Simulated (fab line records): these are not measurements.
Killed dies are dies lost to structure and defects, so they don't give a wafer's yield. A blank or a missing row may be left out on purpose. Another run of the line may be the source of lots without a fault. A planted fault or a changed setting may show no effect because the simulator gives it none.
Chamber matching    flow n5_finfet    N5_DUMMY_GATE_ETCH_23 on rie_si-05: 4 sister chambers
The step etches poly-Si in HBr/Cl2/O2, target depth 41 nm, time 22.3 s. 24 wafers are shown with their chamber, then 12 later ones without.

== WAFERS PAIRED WITH THEIR CHAMBERS ==
wafer   chamber  drypump_motor_current_A (A)  throttle_valve_pct (%)  oes_product_au (a.u.)
L075.3  2        6.2                          37.39                   1.008
L075.4  3        6.5                          37.32                   0.983
L075.6  2        6.1                          37.38                   0.995
L076.3  1        4.9                          36.81                   1.000
L076.4  0        5.2                          37.13                   1.006
L076.6  1        4.9                          36.80                   0.990
L080.1  3        6.5                          37.34                   0.993
L080.4  1        4.9                          36.83                   0.996
L080.6  0        5.2                          37.14                   0.991
L085.2  3        6.5                          37.33                   0.976
L085.4  2        6.1                          37.38                   1.002
L085.6  3        6.5                          37.32                   0.982
L087.1  1        4.9                          37.08                   1.010
L087.2  0        5.2                          37.15                   0.988
L087.6  0        5.2                          37.14                   0.995
L089.3  2        6.1                          37.39                   0.989
L089.4  1        4.9                          37.07                   1.004
L089.5  0        5.2                          37.16                   0.987
L090.2  0        5.2                          37.13                   0.989
L090.3  2        6.2                          37.39                   1.007
L090.4  2        6.2                          37.39                   1.009
L092.2  2        6.2                          37.38                   0.998
L092.5  0        5.2                          37.12                   0.994
L092.6  1        4.9                          37.08                   0.997

SIGNATURES, as means of the wafers listed above
reading                  chamber 0  chamber 1  chamber 2  chamber 3  scatter within a chamber
drypump_motor_current_A  5.200      4.900      6.157      6.500      0.0293
throttle_valve_pct       37.1386    36.9450    37.3857    37.3275    0.0728
oes_product_au           0.99286    0.99950    1.00114    0.98350    0.00701
Rule: distance of a wafer from a chamber = root of the sum over the readings of ((wafer's reading minus chamber's mean) / reading's scatter) squared. The wafer belongs to the nearest chamber; if the next one is less than 2 further off, it can't be placed. The scatter is the square root of a quotient: the sum, over the shown wafers, of each reading's squared deviation from its chamber's mean, divided by wafers minus chambers.

== WAFERS WITHOUT THEIR CHAMBER ==
wafer   drypump_motor_current_A (A)  throttle_valve_pct (%)  oes_product_au (a.u.)
L093.1  6.2                          37.38                   1.000
L093.2  4.9                          37.08                   1.024
L093.3  6.5                          37.27                   0.994
L094.4  4.9                          37.08                   1.001
L094.5  4.9                          37.08                   1.003
L094.6  6.2                          37.37                   0.999
L096.1  6.1                          37.38                   1.004
L096.2  4.9                          37.09                   1.008
L096.4  5.2                          37.13                   0.978
L097.4  4.9                          37.08                   1.013
L097.5  5.2                          37.15                   0.982
L097.6  6.5                          37.29                   1.000

== WHICH CHAMBER EACH ONE RAN IN ==
wafer   from the rows above  in truth
L093.1  2                    2
L093.2  1                    1
L093.3  3                    3
L094.4  1                    1
L094.5  1                    1
L094.6  2                    2
L096.1  2                    2
L096.2  1                    1
L096.4  0                    0
L097.4  1                    1
L097.5  0                    0
L097.6  3                    3
Correctly placed: 12 of 12. Left unplaced by these rows: 0. 0 placed wrongly.
